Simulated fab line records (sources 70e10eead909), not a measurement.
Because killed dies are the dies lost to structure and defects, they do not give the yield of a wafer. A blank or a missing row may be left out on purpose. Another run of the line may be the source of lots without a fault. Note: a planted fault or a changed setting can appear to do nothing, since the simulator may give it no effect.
fab line records	flow nand-harc
[record] lots = 24	wafers = 72	last-day = 33
route steps=1302 shown P_M1@302 P_M2@336
lots that met no fault: from a run of the same line without faults
start-h: hours from the record's opening day to when the first of the lot's shown wafers began	wait-h: hours since the lot's step before	" as in the row above	L1.1+2: several wafers, shown together as one row	- no value, or no start was given	* or withheld: withheld	< > ~ a bound
route shown NAME@n: NAME is a module with steps in the file, n the number in the route of the first one	usual: the fault-free wafers' mean and standard deviation	same: alike in all rows	chamber/n: place in a boat	sites: readings site by site	_std_site: their standard deviation	_edge_site: the outer-site mean with the inner-site mean subtracted	radius-mm: for every site, how far away it sits from the centre of the wafer	mask NAME#n: copy n	behind: tool/chamber where the wafer was last shaped	hold: the reason the lot was held/the length of the hold in hours/how it ended	device: which transistor (n, p or np) failed to switch	end of line: the route-end tests of the same wafers	a step given without rows: its recipe and nothing more	killed: at the first sort, the dies lost to defects and structure; wafer yield is something else	map: a wafer's dies, marking killed ones x, the rest . and places with no die _
set.NAME: the run value of the setting; set.NAME@STEP: its run value at that earlier step	model.NAME: the simulator's own value behind a step, which no gauge read
one table for each step of the route and one row for each wafer, over a sample of lots
services: when a tool's chamber went out of use (start-h, in hours from the record's first day, below 0 if earlier), for how many hours, and the reason
[[steps]]
[step NHARC_P_M1_STRIP_18]
[recipe] power-w = 1000	n2-flow-sccm = 150	h2-flow-sccm = 150	ar-flow-sccm = 0	bias-w = 0	chemistry = N2/H2
[usual] drypump-motor-current-A = 5.9/0.48	oes-product-au = 0.997/0.012	rf-vpp-V = 90.8/1	showerhead-plenum-p-Torr = 2.07/0.095	throttle-valve-pct = 14.172/0.0091
lot.wafer	tool	chamber	start-h	wait-h	drypump-motor-current-A	oes-product-au	rf-hours-counter-h	rf-vpp-V	showerhead-plenum-p-Torr	throttle-valve-pct
L075.1	rie-diel-04	0	139.14	0.1	6.4	0.984	8	90.6	2.16	14.174
L075.4	"	1	"	"	5.2	0.990	8	90.9	2.02	14.172
L075.5	"	3	"	"	5.9	1.000	-	93.2	2.19	14.173
L074.3	rie-diel-04	2	139.86	0.1	6.5	0.991	9	90.2	1.99	14.178
L074.4	"	0	"	"	6.4	0.983	9	90.5	2.16	14.172
L074.5	"	1	"	"	5.2	0.989	-	90.6	2.02	14.159
L076.3	rie-diel-07	0	151.46	0.1	6.2	0.979	2	91.1	2.19	14.170
L076.1	"	1	"	"	6.4	1.015	2	91.7	2.06	14.161
L076.4	"	3	"	"	6.1	0.989	2	90.3	2.09	14.177
L077.2	rie-diel-04	1	161.92	0.1	5.2	0.996	9	90.7	2.02	14.175
L077.4	"	3	"	"	5.9	1.002	10	91.5	2.19	14.183
L077.6	"	1	"	"	5.2	0.994	-	90.6	2.02	14.154
L078.4	rie-diel-04	0	172.52	0.1	6.4	0.993	10	92.4	2.16	14.165
L078.1	"	1	"	"	5.2	0.984	10	92.0	2.02	14.160
L078.6	"	3	"	"	5.9	0.993	-	90.6	2.19	14.182
L079.2	rie-diel-07	1	179.22	0.1	6.4	1.000	5	90.8	2.06	14.160
L079.1	"	3	"	"	6.1	0.996	4	90.8	2.09	14.165
L079.6	"	3	"	"	6.1	1.000	-	90.7	2.09	14.181
L080.2	rie-diel-04	3	187.30	0.1	6.0	1.003	0	91.2	2.19	14.176
L080.3	"	0	"	"	6.4	0.990	0	90.5	2.16	14.170
L080.1	"	1	"	"	5.2	0.983	0	91.2	2.02	14.173
L081.1	rie-diel-04	0	193.96	0.1	6.5	0.990	1	90.7	2.16	14.189
L081.3	"	3	"	"	5.9	1.000	1	91.0	2.19	14.184
L081.5	"	1	"	"	5.2	0.991	-	92.1	2.02	14.168
L082.4	rie-diel-09	2	204.68	0.1	5.6	0.991	22	89.9	1.97	14.185
L082.1	"	3	"	"	4.9	1.012	21	91.5	2.07	14.166
L082.3	"	1	"	"	5.5	1.007	17	90.7	1.96	14.173
L083.4	rie-diel-07	0	217.40	0.1	6.1	0.990	8	91.4	2.18	14.167
L083.2	"	2	"	"	5.7	1.010	5	88.6	1.90	14.171
L083.5	"	0	"	"	6.1	0.978	-	91.0	2.18	14.176
L084.3	rie-diel-09	0	228.98	0.1	5.8	1.000	22	92.1	2.21	14.163
L084.4	"	1	"	"	5.5	1.023	22	89.8	1.96	14.176
L084.1	"	2	"	"	5.6	0.993	23	91.5	1.97	14.173
L085.3	rie-diel-04	2	236.34	0.1	6.5	0.992	3	89.4	1.99	14.177
L085.2	"	3	"	"	5.9	1.014	3	90.4	2.19	14.169
L085.6	"	0	"	"	6.4	0.998	-	90.7	2.16	14.161
L086.1	rie-diel-07	2	242.38	0.1	5.7	0.999	7	89.2	1.90	14.185
L086.4	"	1	"	"	6.4	0.965	11	90.9	2.06	14.157
L086.6	"	2	"	"	5.7	0.998	-	89.2	1.90	14.189
L087.3	rie-diel-04	2	270.05	0.1	6.5	0.981	5	91.2	1.99	14.174
L087.4	"	3	"	"	5.9	0.997	5	92.9	2.19	14.169
L087.1	"	0	"	"	6.4	0.989	6	92.3	2.16	14.173
L089.1	rie-diel-07	2	271.07	0.1	5.7	1.007	9	89.1	1.90	14.180
L089.2	"	0	"	"	6.1	0.988	12	92.2	2.18	14.178
L089.6	"	2	"	"	5.7	0.989	-	90.7	1.90	14.188
L088.3	rie-diel-07	3	273.15	0.1	6.1	0.998	12	90.0	2.09	14.175
L088.4	"	2	"	"	5.7	1.010	9	88.7	1.90	14.173
L088.6	"	0	"	"	6.2	0.983	-	93.5	2.18	14.189
L090.3	rie-diel-07	0	290.24	0.1	6.1	0.971	15	92.0	2.18	14.167
L090.4	"	2	"	"	5.8	1.000	11	90.7	1.90	14.182
L090.5	"	0	"	"	6.1	0.966	-	91.9	2.18	14.178
L091.2	rie-diel-04	1	294.62	0.1	5.2	0.982	8	88.9	2.02	14.168
L091.1	"	2	"	"	6.4	0.992	7	90.8	1.99	14.165
L091.6	"	2	"	"	6.4	1.008	-	90.8	1.99	14.158
L092.2	rie-diel-09	1	304.95	0.1	5.5	1.013	44	90.1	1.95	14.180
L092.1	"	3	"	"	4.8	1.012	51	90.6	2.06	14.164
L092.6	"	2	"	"	5.6	1.005	-	90.0	1.97	14.171
L093.1	rie-diel-04	0	313.66	0.1	6.4	1.000	8	91.1	2.15	14.166
L093.6	"	3	"	"	5.9	1.022	-	92.6	2.19	14.174
L093.5	"	0	"	"	6.5	1.012	-	91.0	2.15	14.185
L094.1	rie-diel-04	0	332.61	0.1	6.5	1.008	10	91.9	2.15	14.164
L094.4	"	1	"	"	5.2	1.006	10	90.8	2.02	14.168
L094.6	"	2	"	"	6.5	1.004	-	90.9	1.99	14.180
L095.3	rie-diel-09	2	336.95	0.1	5.6	1.007	1	88.3	1.96	14.170
L095.1	"	3	"	"	4.9	1.009	2	91.4	2.06	14.161
L095.5	"	2	"	"	5.6	1.020	-	90.9	1.96	14.166
L096.2	rie-diel-09	2	341.91	0.1	5.6	1.001	3	90.3	1.96	14.169
L096.1	"	3	"	"	4.9	1.002	3	89.7	2.06	14.164
L096.4	"	0	"	"	5.8	1.010	3	89.2	2.20	14.184
L097.1	rie-diel-09	2	356.67	0.1	5.6	0.999	10	89.9	1.96	14.164
L097.4	"	3	"	"	4.9	0.993	10	90.4	2.05	14.184
L097.6	"	0	"	"	5.8	1.014	-	91.6	2.19	14.171
[step NHARC_P_M1_DEP_33]
[recipe] target-thk-a = 300	temp-c = 370	target-thk-nm = 30	pressure-torr = 3	flow-sccm = 200	rf-w = 450	material = SiCN
[usual] heater-power-outer-w = 350/35	heater-power-w = 609/56	susceptor-temp-C = 369.97/0.24
lot.wafer	tool	chamber	start-h	wait-h	heater-power-outer-w	heater-power-w	susceptor-temp-C
L075.1	pecvd-02	2	141.67	0.1	346	673	369.80
L075.5	"	1	"	"	339	518	369.98
L075.4	"	0	"	"	317	566	370.25
L074.3	pecvd-03	2	142.37	0.1	295	535	369.98
L074.5	"	0	"	"	379	639	370.23
L074.4	"	2	"	"	298	536	370.17
L076.3	pecvd-01	0	153.80	0.1	365	607	370.23
L076.1	"	1	"	"	374	592	369.84
L076.4	"	2	"	"	396	695	370.23
L077.2	pecvd-01	1	168.31	0.1	397	600	369.50
L077.6	"	2	"	"	318	570	369.89
L077.4	"	0	"	"	359	592	369.90
L078.1	pecvd-02	1	175.83	0.1	336	533	369.90
L078.6	"	2	"	"	347	651	369.89
L078.4	"	0	"	"	294	521	370.03
L079.1	pecvd-03	1	181.68	0.1	309	588	370.16
L079.2	"	2	"	"	352	609	369.63
L079.6	"	1	"	"	310	620	369.87
L080.3	pecvd-02	2	189.67	0.1	376	715	370.27
L080.1	"	0	"	"	282	503	370.17
L080.2	"	1	"	"	373	566	370.17
L081.1	pecvd-02	0	196.33	0.1	327	565	369.74
L081.3	"	1	"	"	367	560	369.84
L081.5	"	1	"	"	365	569	370.36
L082.3	pecvd-02	2	207.03	0.1	287	590	370.03
L082.1	"	0	"	"	331	576	369.86
L082.4	"	2	"	"	307	595	370.06
L083.2	pecvd-03	0	219.85	0.1	388	651	370.19
L083.5	"	2	"	"	379	635	370.02
L083.4	"	0	"	"	385	676	370.07
L084.3	pecvd-02	0	231.31	0.1	299	536	369.75
L084.1	"	2	"	"	391	728	369.84
L084.4	"	1	"	"	346	523	370.44
L085.2	pecvd-01	1	238.67	0.1	402	619	369.75
L085.3	"	0	"	"	295	534	370.17
L085.6	"	1	"	"	404	650	369.95
L086.1	pecvd-01	0	245.07	0.1	352	598	370.26
L086.6	"	2	"	"	327	583	370.07
L086.4	"	0	"	"	355	605	369.74
L087.1	pecvd-03	0	272.78	0.1	382	672	369.76
L087.3	"	1	"	"	337	647	369.89
L087.4	"	1	"	"	336	652	369.83
L089.1	pecvd-03	0	273.53	0.1	390	665	369.82
L089.2	"	1	"	"	281	597	370.14
L089.6	"	1	"	"	292	580	369.62
L088.3	pecvd-03	2	275.60	0.1	373	637	369.96
L088.6	"	2	"	"	365	618	369.91
L088.4	"	0	"	"	292	550	369.87
L090.3	pecvd-03	2	292.55	0.1	336	576	370.05
L090.5	"	2	"	"	325	570	370.21
L090.4	"	0	"	"	396	661	370.16
L091.1	pecvd-02	2	297.07	0.1	385	693	370.00
L091.2	"	1	"	"	363	565	369.72
L091.6	"	2	"	"	380	726	369.78
L092.1	pecvd-01	0	307.34	0.1	334	572	369.82
L092.2	"	1	"	"	351	559	369.88
L092.6	"	0	"	"	333	588	370.02
L093.1	pecvd-03	1	316.07	0.1	350	666	370.29
L093.6	"	2	"	"	313	555	370.00
L093.5	"	1	"	"	350	668	370.12
L094.1	pecvd-01	0	334.94	0.1	361	634	370.22
L094.6	"	2	"	"	406	675	370.20
L094.4	"	0	"	"	357	626	370.13
L095.1	pecvd-02	2	339.34	0.1	366	672	370.32
L095.3	"	0	"	"	265	481	369.88
L095.5	"	1	"	"	322	515	370.34
L096.1	pecvd-03	2	344.22	0.1	374	642	369.78
L096.2	"	1	"	"	322	619	369.63
L096.4	"	2	"	"	384	620	370.02
L097.1	pecvd-02	2	359.04	0.1	357	681	370.13
L097.6	"	1	"	"	382	573	370.59
L097.4	"	0	"	"	328	584	369.78
[step NHARC_P_M2_ETCH_28]
[recipe] target-depth-a = 300	over-etch-frac = 0.3	time-s = 72.99	ion-energy-ev = 150	cf4-flow-sccm = 50	n2-flow-sccm = 100	ar-flow-sccm = 150	rf-w = 300	bias-w = 100	chemistry = CF4/N2
[usual] drypump-motor-current-A = 5.8/0.46	oes-product-au = 1.004/0.012	rf-vpp-V = 315.3/1.9	showerhead-plenum-p-Torr = 2.70/0.1	throttle-valve-pct = 19.795/0.0091
lot.wafer	tool	chamber	start-h	wait-h	drypump-motor-current-A	oes-product-au	rf-hours-counter-h	rf-vpp-V	showerhead-plenum-p-Torr	throttle-valve-pct
L075.1	rie-diel-10	2	-	-	5.6	1.005	2.6	316.8	2.78	19.775
L075.4	"	0	"	"	5.5	1.007	3.0	316.9	2.76	19.791
L075.5	"	1	"	"	5.9	1.031	-	312.4	2.56	19.785
L074.3	rie-diel-10	1	-	-	5.9	1.033	3.0	312.8	2.56	19.808
L074.4	"	3	"	"	6.2	0.999	2.8	310.6	2.54	19.791
L074.5	"	1	"	"	5.9	1.037	-	313.4	2.56	19.792
L076.4	rie-diel-05	0	-	-	5.2	1.000	4.9	317.2	2.74	19.776
L076.1	"	1	"	"	5.7	0.988	5.8	316.5	2.74	19.787
L076.3	"	2	"	"	6.0	0.989	5.7	317.1	2.82	19.801
L077.4	rie-diel-10	1	-	-	5.9	1.018	3.3	314.1	2.56	19.805
L077.2	"	0	"	"	5.5	0.998	3.4	316.2	2.76	19.797
L077.6	"	1	"	"	5.9	1.020	-	312.9	2.56	19.798
L078.4	rie-diel-05	1	-	-	5.7	0.976	7.3	314.4	2.74	19.794
L078.1	"	2	"	"	6.0	0.991	7.2	317.7	2.82	19.781
L078.6	"	2	"	"	6.0	0.995	-	317.9	2.82	19.802
L079.1	rie-diel-10	2	-	-	5.6	1.003	3.7	315.4	2.78	19.788
L079.2	"	0	"	"	5.5	1.000	4.1	315.8	2.76	19.804
L079.6	"	2	"	"	5.6	0.995	-	316.5	2.78	19.791
L080.1	rie-diel-10	3	-	-	6.2	1.007	4.0	313.0	2.53	19.804
L080.2	"	0	"	"	5.5	0.999	4.3	316.5	2.76	19.810
L080.3	"	1	"	"	5.9	1.023	4.3	313.8	2.56	19.787
L081.3	rie-diel-02	1	-	-	4.9	1.014	6.8	312.9	2.51	19.795
L081.1	"	3	"	"	5.6	0.993	6.5	312.7	2.56	19.809
L081.5	"	1	"	"	4.9	1.003	-	310.3	2.51	19.794
L082.1	rie-diel-10	3	-	-	6.2	1.008	4.5	312.9	2.53	19.777
L082.3	"	0	"	"	5.5	1.001	5.4	316.4	2.76	19.791
L082.4	"	2	"	"	5.6	0.995	-	317.6	2.78	19.786
L083.2	rie-diel-10	2	-	-	5.6	0.999	6.1	317.1	2.78	19.816
L083.4	"	1	"	"	5.9	1.016	5.5	312.4	2.56	19.793
L083.5	"	3	"	"	6.2	1.010	-	311.1	2.53	19.789
L084.1	rie-diel-02	3	-	-	5.6	0.989	0.1	312.2	2.56	19.793
L084.4	"	0	"	"	6.7	0.984	0.1	313.4	2.53	19.791
L084.3	"	1	"	"	5.0	0.991	0.1	312.9	2.51	19.795
L085.3	rie-diel-10	3	-	-	6.2	0.991	6.2	312.6	2.53	19.794
L085.2	"	0	"	"	5.5	0.989	7.0	317.5	2.76	19.807
L085.6	"	1	"	"	5.9	1.020	-	314.8	2.56	19.776
L086.1	rie-diel-05	2	-	-	6.0	1.020	0.6	317.5	2.82	19.785
L086.4	"	3	"	"	6.8	1.012	0.6	315.0	2.69	19.806
L086.6	"	3	"	"	6.8	1.009	-	314.7	2.70	19.794
L087.3	rie-diel-10	1	-	-	5.9	1.011	0.4	312.8	2.56	19.799
L087.1	"	3	"	"	6.2	0.993	0.6	312.0	2.53	19.801
L087.4	"	0	"	"	5.5	0.997	0.4	315.8	2.76	19.804
L089.1	rie-diel-10	1	-	-	5.9	1.009	0.5	312.8	2.56	19.795
L089.2	"	2	"	"	5.6	1.000	0.7	318.1	2.78	19.803
L089.6	"	1	"	"	5.9	1.016	-	312.9	2.56	19.811
L088.3	rie-diel-05	0	-	-	5.3	1.018	2.0	317.1	2.74	19.788
L088.4	"	1	"	"	5.7	1.015	1.6	317.1	2.74	19.794
L088.6	"	0	"	"	5.3	1.014	-	317.8	2.74	19.785
L090.4	rie-diel-05	2	-	-	6.0	1.005	4.0	316.8	2.82	19.797
L090.3	"	1	"	"	5.7	1.012	2.9	317.3	2.74	19.804
L090.5	"	2	"	"	6.0	1.007	-	316.2	2.82	19.784
L091.2	rie-diel-05	1	-	-	5.7	1.017	3.0	315.8	2.74	19.802
L091.1	"	3	"	"	6.7	1.012	3.6	315.3	2.69	19.810
L091.6	"	0	"	"	5.3	0.992	-	316.4	2.74	19.792
L092.2	rie-diel-05	2	-	-	6.0	1.003	4.8	316.2	2.82	19.812
L092.1	"	3	"	"	6.7	1.008	4.0	315.4	2.69	19.817
L092.6	"	1	"	"	5.7	1.013	-	316.2	2.74	19.785
L093.1	rie-diel-05	3	-	-	6.7	1.014	4.1	314.5	2.69	19.795
L093.5	"	0	"	"	5.3	0.998	-	316.0	2.74	19.791
L093.6	"	1	"	"	5.7	1.011	-	314.8	2.74	19.797
L094.4	rie-diel-10	2	-	-	5.6	0.982	2.7	317.5	2.78	19.802
L094.1	"	0	"	"	5.4	0.974	2.3	317.0	2.76	19.804
L094.6	"	2	"	"	5.6	1.000	-	314.2	2.78	19.795
L095.3	rie-diel-05	0	-	-	5.2	1.005	5.3	314.7	2.74	19.797
L095.1	"	1	"	"	5.7	1.022	4.8	315.6	2.74	19.790
L095.5	"	3	"	"	6.7	1.022	-	316.0	2.69	19.789
L096.2	rie-diel-05	3	-	-	6.8	1.010	5.4	317.2	2.69	19.790
L096.4	"	0	"	"	5.3	1.000	5.6	315.6	2.74	19.809
L096.1	"	1	"	"	5.7	1.018	4.9	314.7	2.74	19.782
L097.1	rie-diel-05	0	-	-	5.2	0.992	6.4	316.4	2.74	19.782
L097.4	"	3	"	"	6.8	1.009	6.3	314.6	2.69	19.791
L097.6	"	1	"	"	5.7	1.010	-	318.0	2.74	19.798
[step NHARC_P_M2_DEGAS_29]
[recipe] temp-c = 250	time-s = 60
[usual] heater-power-w = 338/42	susceptor-temp-C = 250.01/0.16
lot.wafer	tool	chamber	start-h	wait-h	heater-power-w	susceptor-temp-C
L075.1	pvd-sputter-03	-	144.07	-	362	250.07
L075.4	"	-	"	"	350	250.16
L075.5	"	-	"	"	294	250.06
L074.3	pvd-sputter-01	-	144.73	-	360	250.09
L074.4	"	-	"	"	313	249.92
L074.5	"	-	"	"	360	250.16
L076.3	pvd-sputter-01	-	156.28	-	354	249.93
L076.1	"	-	"	"	313	249.89
L076.4	"	-	"	"	341	249.76
L077.2	pvd-sputter-02	-	171.87	-	333	249.91
L077.4	"	-	"	"	286	249.78
L077.6	"	-	"	"	337	250.17
L078.1	pvd-sputter-02	-	178.29	-	410	-
L078.4	"	-	"	"	284	-
L078.6	"	-	"	"	334	-
L079.2	pvd-sputter-01	-	184.11	-	313	249.68
L079.1	"	-	"	"	324	250.29
L079.6	"	-	"	"	333	249.90
L080.3	pvd-sputter-02	-	192.12	-	274	250.14
L080.1	"	-	"	"	397	250.11
L080.2	"	-	"	"	341	249.83
L081.3	pvd-sputter-03	-	198.78	-	371	249.89
L081.1	"	-	"	"	296	250.05
L081.5	"	-	"	"	379	249.98
L082.4	pvd-sputter-03	-	209.55	-	424	250.18
L082.1	"	-	"	"	376	250.12
L082.3	"	-	"	"	342	250.44
L083.4	pvd-sputter-02	-	222.24	-	336	249.83
L083.2	"	-	"	"	278	250.07
L083.5	"	-	"	"	269	250.28
L084.4	pvd-sputter-02	-	233.75	-	338	249.92
L084.3	"	-	"	"	287	249.94
L084.1	"	-	"	"	266	250.14
L085.3	pvd-sputter-02	-	241.10	-	334	250.02
L085.2	"	-	"	"	272	250.28
L085.6	"	-	"	"	342	250.27
L086.4	pvd-sputter-01	-	247.48	-	323	250.11
L086.1	"	-	"	"	347	249.89
L086.6	"	-	"	"	352	249.79
L087.4	pvd-sputter-01	-	275.33	-	350	-
L087.1	"	-	"	"	331	-
L087.3	"	-	"	"	319	-
L089.1	pvd-sputter-03	-	276.41	-	336	250.06
L089.2	"	-	"	"	296	249.70
L089.6	"	-	"	"	371	249.95
L088.4	pvd-sputter-01	-	277.99	-	323	250.06
L088.3	"	-	"	"	357	249.95
L088.6	"	-	"	"	320	249.63
L090.3	pvd-sputter-01	-	295.05	-	330	250.04
L090.4	"	-	"	"	353	250.18
L090.5	"	-	"	"	325	250.09
L091.2	pvd-sputter-02	-	299.59	-	296	250.20
L091.1	"	-	"	"	339	250.01
L091.6	"	-	"	"	394	249.96
L092.1	pvd-sputter-01	-	309.62	-	357	250.03
L092.2	"	-	"	"	329	250.15
L092.6	"	-	"	"	320	250.03
L093.1	pvd-sputter-02	-	318.46	-	299	250.18
L093.6	"	-	"	"	388	250.23
L093.5	"	-	"	"	351	250.11
L094.4	pvd-sputter-02	-	337.22	-	347	249.92
L094.1	"	-	"	"	282	250.14
L094.6	"	-	"	"	354	250.16
L095.3	pvd-sputter-01	-	341.76	-	352	249.87
L095.1	"	-	"	"	320	249.94
L095.5	"	-	"	"	358	250.06
L096.2	pvd-sputter-03	-	346.69	-	427	249.88
L096.4	"	-	"	"	342	249.76
L096.1	"	-	"	"	292	249.82
L097.1	pvd-sputter-02	-	361.47	-	332	-
L097.4	"	-	"	"	282	-
L097.6	"	-	"	"	298	-
[step NHARC_P_M2_ANNEAL_31]
[recipe] temp-c = 225	time-s = 90
[usual] anneal-temp-c-max = 225.94/0.3	wafer_temp_C_max = 226.0/0.43
lot.wafer	tool	chamber	start-h	wait-h	anneal-temp-c-max	wafer_temp_C_max
L075.1	rtp-anneal-01	0	144.79	0.3	225.66	226.4
L075.4	"	0	"	"	225.77	227.0
L075.5	"	0	"	"	226.23	226.3
L074.3	rtp-anneal-02	0	145.57	0.3	225.98	226.0
L074.4	"	0	"	"	226.43	225.6
L074.5	"	0	"	"	226.30	225.7
L076.1	rtp-anneal-02	0	157.02	0.3	225.72	225.6
L076.3	"	0	"	"	226.07	225.6
L076.4	"	0	"	"	225.97	225.9
L077.2	rtp-anneal-02	0	174.06	0.4	226.08	225.5
L077.4	"	0	"	"	226.29	225.7
L077.6	"	0	"	"	226.13	225.5
L078.1	rtp-anneal-02	0	179.02	0.3	226.21	225.2
L078.4	"	0	"	"	226.32	225.8
L078.6	"	0	"	"	226.37	225.6
L079.1	rtp-anneal-01	0	184.83	-	225.83	226.7
L079.2	"	0	"	"	225.58	226.5
L079.6	"	0	"	"	225.37	226.8
L080.1	rtp-anneal-01	0	192.88	-	226.03	226.6
L080.2	"	0	"	"	225.69	226.5
L080.3	"	0	"	"	226.05	226.3
L081.1	rtp-anneal-01	0	199.51	-	225.72	226.4
L081.3	"	0	"	"	225.78	226.3
L081.5	"	0	"	"	225.98	226.1
L082.1	rtp-anneal-02	0	210.28	-	225.71	225.8
L082.3	"	0	"	"	225.95	225.9
L082.4	"	0	"	"	225.72	225.7
L083.2	rtp-anneal-02	0	223.01	-	226.31	225.5
L083.4	"	0	"	"	225.86	225.9
L083.5	"	0	"	"	226.14	225.7
L084.1	rtp-anneal-01	0	234.55	0.3	226.27	226.3
L084.3	"	0	"	"	225.78	226.1
L084.4	"	0	"	"	225.69	226.7
L085.2	rtp-anneal-02	0	241.88	-	226.19	225.8
L085.3	"	0	"	"	226.57	225.6
L085.6	"	0	"	"	225.67	225.7
L086.1	rtp-anneal-02	0	248.21	-	226.14	225.9
L086.4	"	0	"	"	226.07	225.8
L086.6	"	0	"	"	226.39	225.9
L087.1	rtp-anneal-02	0	276.07	-	225.78	225.8
L087.3	"	0	"	"	225.68	225.7
L087.4	"	0	"	"	226.26	225.8
L089.1	rtp-anneal-02	0	277.17	0.4	225.57	225.8
L089.2	"	0	"	"	226.11	225.4
L089.6	"	0	"	"	226.07	225.7
L088.3	rtp-anneal-01	0	278.83	0.3	225.96	226.3
L088.4	"	0	"	"	225.84	226.2
L088.6	"	0	"	"	225.99	226.5
L090.3	rtp-anneal-01	0	295.90	0.3	225.69	226.2
L090.4	"	0	"	"	225.64	226.2
L090.5	"	0	"	"	226.03	226.5
L091.1	rtp-anneal-02	0	300.33	-	226.22	226.0
L091.2	"	0	"	"	226.01	225.6
L091.6	"	0	"	"	226.63	225.8
L092.1	rtp-anneal-02	0	310.36	0.3	225.66	225.8
L092.2	"	0	"	"	225.74	225.8
L092.6	"	0	"	"	226.23	225.9
L093.1	rtp-anneal-02	0	319.17	-	225.72	225.8
L093.5	"	0	"	"	225.40	225.8
L093.6	"	0	"	"	226.44	225.5
L094.1	rtp-anneal-01	0	338.02	0.3	225.85	226.3
L094.4	"	0	"	"	225.64	226.2
L094.6	"	0	"	"	225.88	226.6
L095.1	rtp-anneal-01	0	342.68	0.3	225.48	226.1
L095.3	"	0	"	"	225.49	226.1
L095.5	"	0	"	"	225.30	226.9
L096.1	rtp-anneal-02	0	347.43	-	226.01	225.7
L096.2	"	0	"	"	226.10	225.4
L096.4	"	0	"	"	225.79	225.5
L097.1	rtp-anneal-01	0	362.20	0.3	225.54	226.3
L097.4	"	0	"	"	225.75	226.2
L097.6	"	0	"	"	225.55	226.3
[step NHARC_P_M2_DEP_33]
[recipe] target-thk-a = 300	temp-c = 370	target-thk-nm = 30	pressure-torr = 3	flow-sccm = 200	rf-w = 450	material = SiCN
[usual] heater-power-outer-w = 343/38	heater-power-w = 603/51	susceptor-temp-C = 369.98/0.2
lot.wafer	tool	chamber	start-h	wait-h	heater-power-outer-w	heater-power-w	susceptor-temp-C
L075.1	pecvd-01	2	145.76	0.1	339	591	370.06
L075.5	"	2	"	"	349	614	369.81
L075.4	"	1	"	"	403	629	369.72
L074.3	pecvd-03	2	146.50	0.1	351	596	369.72
L074.5	"	2	"	"	357	613	369.68
L074.4	"	0	"	"	354	622	370.06
L076.3	pecvd-02	1	157.99	0.1	364	564	369.82
L076.1	"	0	"	"	286	513	369.82
L076.4	"	2	"	"	330	620	369.54
L077.2	pecvd-02	0	174.98	0.1	315	571	370.33
L077.6	"	1	"	"	339	528	369.77
L077.4	"	2	"	"	391	721	369.97
L078.1	pecvd-02	1	180.07	0.1	344	532	369.76
L078.6	"	2	"	"	403	713	369.76
L078.4	"	1	"	"	337	534	369.85
L079.2	pecvd-01	0	185.81	0.1	387	649	370.11
L079.1	"	2	"	"	328	597	369.72
L079.6	"	2	"	"	334	588	369.50
L080.2	pecvd-01	0	193.85	0.1	379	634	369.80
L080.1	"	1	"	"	408	640	370.05
L080.3	"	2	"	"	385	680	370.17
L081.3	pecvd-02	2	200.52	0.1	370	687	369.84
L081.1	"	0	"	"	333	575	369.84
L081.5	"	0	"	"	328	572	369.97
L082.3	pecvd-03	1	211.26	0.1	343	648	370.13
L082.1	"	0	"	"	341	622	370.18
L082.4	"	2	"	"	373	623	370.14
L083.2	pecvd-02	2	224.01	0.1	375	718	369.94
L083.5	"	0	"	"	302	543	369.59
L083.4	"	1	"	"	332	529	370.36
L084.3	pecvd-03	2	235.55	0.1	382	646	370.15
L084.1	"	0	"	"	336	598	370.04
L084.4	"	0	"	"	353	624	370.13
L085.2	pecvd-03	2	242.80	0.1	358	609	369.84
L085.3	"	1	"	"	326	618	370.12
L085.6	"	2	"	"	370	614	370.01
L086.1	pecvd-01	1	249.18	0.1	405	609	369.84
L086.4	"	1	"	"	400	627	369.75
L086.6	"	2	"	"	399	684	370.22
L087.1	pecvd-03	1	277.07	0.1	287	605	370.13
L087.3	"	2	"	"	369	636	370.05
L087.4	"	2	"	"	369	620	369.86
L089.1	pecvd-03	0	278.18	0.1	345	617	369.66
L089.2	"	1	"	"	266	555	370.15
L089.6	"	2	"	"	295	533	370.07
L088.3	pecvd-01	0	279.69	0.1	309	554	369.82
L088.6	"	0	"	"	314	547	369.83
L088.4	"	1	"	"	411	650	370.13
L090.3	pecvd-03	2	296.80	0.1	374	617	370.16
L090.5	"	2	"	"	371	610	369.94
L090.4	"	0	"	"	367	645	369.89
L091.1	pecvd-03	0	301.34	0.1	319	588	369.92
L091.2	"	1	"	"	292	578	369.93
L091.6	"	2	"	"	386	632	370.41
L092.2	pecvd-03	2	311.32	0.1	329	562	369.79
L092.1	"	1	"	"	285	569	370.22
L092.6	"	0	"	"	315	576	369.92
L093.1	pecvd-03	2	320.13	0.1	328	580	370.33
L093.6	"	0	"	"	384	666	369.96
L093.5	"	1	"	"	295	596	369.76
L094.1	pecvd-01	0	339.03	0.1	313	582	369.90
L094.4	"	2	"	"	388	645	369.65
L094.6	"	1	"	"	403	638	369.89
L095.1	pecvd-02	0	343.65	0.1	286	528	369.95
L095.3	"	2	"	"	354	690	370.22
L095.5	"	1	"	"	384	581	370.12
L096.2	pecvd-02	2	348.39	0.1	291	568	369.95
L096.1	"	0	"	"	264	495	369.96
L096.4	"	1	"	"	376	566	370.26
L097.1	pecvd-02	1	363.15	0.1	348	544	369.63
L097.4	"	1	"	"	351	554	369.77
L097.6	"	0	"	"	303	562	369.96
[[services]]
tool	chamber	start-h	hours	kind
pecvd-01	-	130.22	13.0	pm
rie-diel-04	-	158.63	0.2	repair
pecvd-02	-	164.91	1.5	repair
rie-diel-04	-	177.90	9.0	pm
rie-diel-10	2	178.31	1.4	repair
pecvd-03	-	185.12	13.0	pm
pecvd-01	1	189.59	2.5	repair
rie-diel-05	3	192.28	6.1	repair
rie-diel-10	3	195.13	11.9	repair
rie-diel-04	3	207.98	7.4	repair
rie-diel-10	1	208.73	7.4	repair
rie-diel-05	-	230.04	9.0	pm
rie-diel-04	2	242.17	15.0	repair
rie-diel-10	-	242.50	9.0	pm
rie-diel-05	3	250.10	7.9	repair
rie-diel-05	1	256.13	19.2	repair
pecvd-02	2	263.34	5.8	repair
pecvd-02	-	266.60	13.0	pm
rie-diel-10	1	282.43	12.4	repair
rie-diel-04	0	287.75	23.4	repair
rie-diel-10	3	296.05	4.8	repair
pecvd-01	-	311.22	13.0	pm
rie-diel-10	2	326.59	4.0	repair
rie-diel-04	-	349.11	1.6	repair
[[key]]
fault none
